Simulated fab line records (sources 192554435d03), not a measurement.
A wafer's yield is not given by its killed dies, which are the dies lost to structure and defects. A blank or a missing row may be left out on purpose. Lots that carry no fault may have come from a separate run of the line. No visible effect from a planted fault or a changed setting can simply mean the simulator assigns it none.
Code-filled problem report in 8D (eight disciplines) form || flow n5 finfet || the parts of the form that need people (team, actions taken, sign-off) are left out

## 1. THE ISSUE
A mean of 1042.5 W is read at N5_BEOL_M2_ETCH_64 for rf fwd power W, taken on 1 wafer of 1 lot, against 836.9 W (standard deviation 2.5) on wafers free of any fault. Relative to the usual mean, that is a shift of +82 standard deviations.
The step: etches SOC in N2/H2, target depth 75 nm, overetch 22.5 nm, time 121.9 s.
First seen on wafer L537.5, day 9 18:46, on rie diel-06. The record has a number at this step for 26 wafers belonging to 9 lots. Rule for "out", or "out of limits": more than 4 standard deviations from the usual mean. All remaining wafers that have a number are taken as sound.

## 2. WHAT IT IS AND WHAT IT IS NOT
{"question": "which readings at this step", "is": "rf fwd power W, rf vpp V", "is not": "drypump motor current A, oes product au, showerhead plenum p Torr, temp c, throttle valve pct"}
{"question": "which lots", "is": "L537", "is not": "L525, L526, L527, L541, L543, L544, L545, L547"}
{"question": "which wafers of those lots", "is": "L537.5", "is not": "L537.2, L537.6"}
{"question": "read on which tools", "is": "rie diel-06", "is not": "rie diel-02, rie diel-05"}
{"question": "when", "is": "from day 9 18:46", "is not": "up to then (10 sound wafers); but 15 sound wafers of L541, L543, L544, L545, L547 came after"}

## 3. WHAT RULES OUT EACH SUSPECT
Counting: if a tool at a process step up to the reading ran every lot that is out, it stays a suspect. Sound lots after the first of them don't rule it out here, since some wafers of a struck lot are sound.
- rtp anneal-01 at N5_BEOL_M1_ANNEAL_51 (time 90 s): kept. It processed L537, the lot that is out, at day 9 15:21, and its most recent sound lot before then was L527 at day 7 15:13.
- rie diel-06 at N5_BEOL_M2_DESCUM_16 (chemistry O2, time 7 s): kept. It processed L537, the lot that is out, at day 9 18:41, and its most recent sound lot before then was L527 at day 7 17:41.
- rie diel-06 at N5_BEOL_M2_ETCH_64 (etches SOC in N2/H2, target depth 75 nm, overetch 22.5 nm, time 121.9 s): kept. It processed L537, the lot that is out, at day 9 18:46, and its most recent sound lot before then was L527 at day 7 17:46. Its own readings are out on those wafers: rf fwd power W, rf vpp V.
- At N5_BEOL_M2_DESCUM_16 on rie diel-06, chamber 0 took the sound wafers of the same lots and chamber 1 took the wafers that are out.
- At N5_BEOL_M2_ETCH_64 on rie diel-06, chamber 0 took the sound wafers of the same lots and chamber 1 took the wafers that are out.
Still standing after the count: rtp anneal-01 at N5_BEOL_M1_ANNEAL_51, rie diel-06 at N5_BEOL_M2_DESCUM_16, rie diel-06 at N5_BEOL_M2_ETCH_64.

## 4. THE CAUSE (what the simulator had put in)
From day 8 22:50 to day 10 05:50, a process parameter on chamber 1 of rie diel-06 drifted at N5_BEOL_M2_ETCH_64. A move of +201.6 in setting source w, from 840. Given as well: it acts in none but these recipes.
After counting, 3 suspects remain, this tool included.

## 5. THE EFFECT CHAIN, in route order
One row per reading whose mean, taken over the struck wafers that have a number, lies over 3 standard deviations from the usual. Readings are gone through only where the record gives a usual standard deviation; hours: the median, over the lots, of the time from a lot's start at the first step in this table giving one to that lot's start at this step; sigmas: the change measured in usual standard deviations.
{"hours": 0, "step": "N5_BEOL_M2_ETCH_64", "reading": "rf fwd power W", "usual": "836.9 W", "on struck wafers": 1042.5, "change": "+205.6", "sigmas": "+82"}
{"hours": 0, "step": "N5_BEOL_M2_ETCH_64", "reading": "rf vpp V", "usual": "524.7 V", "on struck wafers": 489.2, "change": -35.5, "sigmas": -20}
The process steps in it:
- N5_BEOL_M2_ETCH_64: etches SOC in N2/H2, target depth 75 nm, overetch 22.5 nm, time 121.9 s.
Later steps that measure or inspect, where all struck wafers having a row at the step show a number for every such reading and not one has moved that far: N5_BEOL_M4_RC_MEAS_101.

## 6. HOW IT WOULD HAVE BEEN CAUGHT EARLIER
The fault began at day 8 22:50; the first out-of-limits reading in this record came at day 9 18:46, 20 hours later.
